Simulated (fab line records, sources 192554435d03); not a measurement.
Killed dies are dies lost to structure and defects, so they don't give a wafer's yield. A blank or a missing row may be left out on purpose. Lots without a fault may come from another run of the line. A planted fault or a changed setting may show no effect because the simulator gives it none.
Chamber matching | flow n5_finfet | N5_BEOL_M0_SAQP_ETCH_88 on rie_diel-01: 4 sister chambers
The step etches underlayer in N2/H2, target depth 6.5 nm, time 5.2 s. 4 wafers are shown with their chamber, then 9 later ones without.

WAFERS WITH THEIR CHAMBER
wafer  | chamber | showerhead_plenum_p_Torr (Torr)
L080.4 | 2       | 2.47
L087.1 | 0       | 2.68
L087.2 | 3       | 2.59
L087.3 | 1       | 2.55

WAFERS WITHOUT THEIR CHAMBER
wafer  | showerhead_plenum_p_Torr (Torr)
L088.2 | 2.69
L088.5 | 2.58
L088.6 | 2.69
L090.2 | 2.46
L090.3 | 2.68
L090.6 | 2.46
L092.2 | 2.68
L092.4 | 2.46
L092.5 | 2.58

WHICH CHAMBER EACH WENT THROUGH
wafer  | from the rows above | in truth
L088.2 | 0                   | 0
L088.5 | 3                   | 3
L088.6 | 0                   | 0
L090.2 | 2                   | 2
L090.3 | 0                   | 0
L090.6 | 2                   | 2
L092.2 | 0                   | 0
L092.4 | 2                   | 2
L092.5 | 3                   | 3
Placed correctly: 9 of 9. Can't be placed from these rows: 0. Placed wrongly: 0.
How it was worked out, from the rows above alone: a wafer's distance from a chamber is the root of the sum, over the readings, of the square of ((its reading less the chamber's mean) divided by the reading's scatter). The wafer belongs to the nearest chamber; if the next one is less than 2 further off, it can't be placed. A chamber's mean is the mean of its shown wafers. The scatter: with one shown wafer a chamber, the root of the mean of the squares of how far each hidden wafer lies from its nearest shown one.
